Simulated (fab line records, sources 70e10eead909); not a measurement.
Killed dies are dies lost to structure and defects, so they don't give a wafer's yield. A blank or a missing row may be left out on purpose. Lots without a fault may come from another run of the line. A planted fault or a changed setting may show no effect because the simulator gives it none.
A struck lot beside a sound one | flow nand_harc | 25 steps out of a route of 1302
Sound: wafers L205.1, L205.2, L205.5. Struck: wafers L211.1, L211.2, L211.4. The cause comes at the end.
At each step with rows: each side's tool, then ch and its chambers, then its first start. Under that, the readings that differ: sound wafers | struck wafers | difference of the means | sigmas: that difference in standard deviations of wafers without a fault.
alike: readings whose means differ by less than 2 such deviations, and words and numbers that are the same on both sides. not compared: withheld readings, readings that some wafer has no value for, bounds like >300 that may hide the same value, and numbers for which the record gives no deviation and whose values overlap.
The two part at a step that has a row with sigmas, a row that says differs or no value, or rows on one side only. Numbers that don't overlap but have no deviation are shown without sigmas and don't part them. A reading that every wafer of one side lacks parts them only if that side has two wafers or more.

first, 1 step without rows for these wafers: NHARC_A_M0_SRD_25.
NHARC_A_M0_INSPECT_27:
  sound on defect_inspect-02, day 24 16:17; struck on defect_inspect-02, day 27 05:08
  alike: raw_defect_count
NHARC_A_M0_PRE_CLEAN_31: time 12 s.
  sound on pecvd-03 ch 0,1, day 24 16:34; struck on pecvd-03 ch 0,1,2, day 27 05:13
  alike: heater_power_w
  not compared: since_wet_clean_h
NHARC_A_M0_DEP_32: deposits SiCN, target thk 30 nm.
  sound on pecvd-03 ch 0,1, day 24 16:40; struck on pecvd-03 ch 0,1,2, day 27 05:19
  alike: heater_power_w
  not compared: since_wet_clean_h
then, 7 steps without rows for these wafers: NHARC_A_M1_DEP_00 (deposits SiOC, target thk 182.5 nm); NHARC_A_M1_DEHYDRATE_01 (time 120 s); NHARC_A_M1_HMDS_02 (time 30 s); NHARC_A_M1_COAT_34 (time 65 s); NHARC_A_M1_COAT_03 (resist thk 90 nm); NHARC_A_M1_SOFTBAKE_04 (time 55 s); NHARC_A_M1_EBR_05.
NHARC_A_M1_EXPOSE_06: exposes mask A M1, target cd 120 nm.
  sound on arfi_scanner-02 ch 0, day 24 17:44; struck on arfi_scanner-02 ch 0, day 27 06:23
  reading              | sound             | struck            | difference | sigmas
  exposure_dose_mJ_cm2 | 75.17 75.14 75.12 | 83.89 83.76 83.83 | +8.68      | +99 or more
  alike: mask
then, 2 steps without rows for these wafers: NHARC_A_M1_PEB_07 (peb time 65 s); NHARC_A_M1_DEVELOP_08 (develop time 35 s).
NHARC_A_M1_CD_MEAS_09: target cd 120 nm.
  sound on cd_sem-03 ch 0, day 24 17:53; struck on cd_sem-02 ch 0, day 27 06:31
  reading    | sound             | struck            | difference | sigmas
  cd_nm (nm) | 120.8 120.4 121.6 | 125.0 126.2 126.7 | +5.0       | +7
NHARC_A_M1_OVL_MEAS_10: pitch 240 nm.
  sound on overlay-02, day 24 17:58; struck on overlay-01, day 27 06:37
  alike: overlay_x_nm, overlay_y_nm
NHARC_A_M1_INSPECT_11:
  sound on defect_inspect-02, day 24 18:01; struck on defect_inspect-02, day 27 06:38
  alike: raw_defect_count
NHARC_A_M1_DESCUM_14: chemistry O2, time 3 s.
  sound on rie_diel-04 ch 0,2, day 24 18:05; struck on rie_diel-01 ch 0,1,3, day 27 06:42
  reading               | sound             | struck            | difference | sigmas
  model.A_M1.cd_nm (nm) | 121.5 120.6 121.3 | 125.2 125.7 126.6 | +4.7       |
  alike: drypump_motor_current_A, oes_product_au, rf_vpp_V, showerhead_plenum_p_Torr, throttle_valve_pct
  not compared: rf_hours_counter_h
NHARC_A_M1_ETCH_35: etches the open film in N2/H2, target depth 40 nm, overetch 12 nm, time 43.94 s.
  sound on rie_diel-04 ch 0,1, day 24 18:10; struck on rie_diel-01 ch 0,1,3, day 27 06:47
  alike: drypump_motor_current_A, oes_product_au, rf_vpp_V, showerhead_plenum_p_Torr, throttle_valve_pct
  not compared: rf_hours_counter_h
NHARC_A_M1_ETCH_15: etches the open film in C4F8/Ar, target depth 182.5 nm, time 91.2 s.
  sound on rie_diel-04 ch 0,1; struck on rie_diel-01 ch 0,2,3
  alike: oes_product_au, rf_vpp_V
  not compared: rf_hours_counter_h
NHARC_A_M1_CD_MEAS_16:
  sound on cd_sem-01, day 24 18:22; struck on cd_sem-01, day 27 07:01
  reading    | sound             | struck            | difference | sigmas
  cd_nm (nm) | 120.7 120.3 121.0 | 124.9 126.1 126.0 | +5.0       | +5
NHARC_A_M1_STRIP_18: strips in N2/H2.
  sound on rie_diel-01 ch 0,1,2, day 24 18:27; struck on rie_diel-10 ch 0,1,2, day 27 07:05
  alike: drypump_motor_current_A, oes_product_au, rf_vpp_V, showerhead_plenum_p_Torr, throttle_valve_pct
  not compared: rf_hours_counter_h
NHARC_A_M1_ETCH_28: etches the open film in CF4/N2, target depth 30 nm, time 72.99 s.
  sound on rie_diel-01 ch 1,2; struck on rie_diel-10 ch 0,1,3
  reading               | sound             | struck            | difference | sigmas
  model.A_M1.cd_nm (nm) | 120.2 120.5 121.2 | 125.2 126.4 126.6 | +5.4       |
  alike: drypump_motor_current_A, oes_product_au, rf_vpp_V, showerhead_plenum_p_Torr, throttle_valve_pct
  not compared: rf_hours_counter_h
then, 1 step without rows for these wafers: NHARC_A_M1_STRIP_19 (strips in post etch residue remover, time 600 s).
NHARC_END_SORT_01:
  sound on prober-01 ch 0, day 26 07:51; struck on prober-01 ch 0, day 28 19:31
  alike: defect_limited_yield, killed_at_array, killed_at_other, killed_at_periphery, killed_dies, killed_open, killed_short

WHERE THEY PART
First at NHARC_A_M1_EXPOSE_06; last, within this record, at NHARC_A_M1_CD_MEAS_16. Later steps at which nothing parts them and some readings are alike: NHARC_A_M1_STRIP_18, NHARC_A_M1_ETCH_28, NHARC_END_SORT_01.

WHY: what the simulator had put in
Process parameter drift: arfi_scanner-02, from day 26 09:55 on, at NHARC_A_M1_EXPOSE_06. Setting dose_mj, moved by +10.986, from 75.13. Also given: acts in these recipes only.
